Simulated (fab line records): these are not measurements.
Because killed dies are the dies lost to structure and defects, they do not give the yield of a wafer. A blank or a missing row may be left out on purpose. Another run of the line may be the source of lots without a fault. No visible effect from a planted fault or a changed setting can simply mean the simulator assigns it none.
Matching of chambers -- flow nand-harc -- 3 sister chambers for NHARC_P_M0_PRE_CLEAN_31 on pecvd-02
The step time 12 s. 6 wafers are shown with their chamber, then 10 later ones without.

WAFERS WITH THEIR CHAMBER
wafer,chamber,heater-power-outer-w (W),heater-power-w (W)
L087.4,0,326,560
L092.2,2,561,835
L092.3,1,485,687
L092.6,1,479,692
L091.1,0,314,554
L091.4,2,483,750

WAFERS MISSING THEIR CHAMBER
wafer,heater-power-outer-w (W),heater-power-w (W)
L091.6,457,711
L093.3,274,496
L093.4,459,676
L093.6,504,778
L094.1,504,786
L094.3,470,677
L094.4,451,691
L096.1,299,508
L096.2,464,709
L096.5,292,524

EACH ONE'S CHAMBER
wafer,from the rows above,in truth
L091.6,1,1
L093.3,0,0
L093.4,1,1
L093.6,can't be placed: 2 or 1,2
L094.1,2,2
L094.3,1,1
L094.4,1,1
L096.1,0,0
L096.2,1,1
L096.5,0,0
Correctly placed: 9 of 10. From these rows, 1 cannot be placed; in 1 the true chamber is one of the candidates. Wrongly placed: 0.
How it was worked out, from the rows above alone: a wafer's distance from a chamber is the root of the sum, over the readings, of the square of ((its reading less the chamber's mean) divided by the reading's scatter). If the next closest chamber is less than 2 further off than the closest, the wafer can't be placed; otherwise it belongs to the closest. The mean given for a chamber averages the wafers shown for that chamber. The scatter: the root of (the sum of the squares of (reading less its chamber's mean) over the shown wafers, divided by (wafers less chambers)).
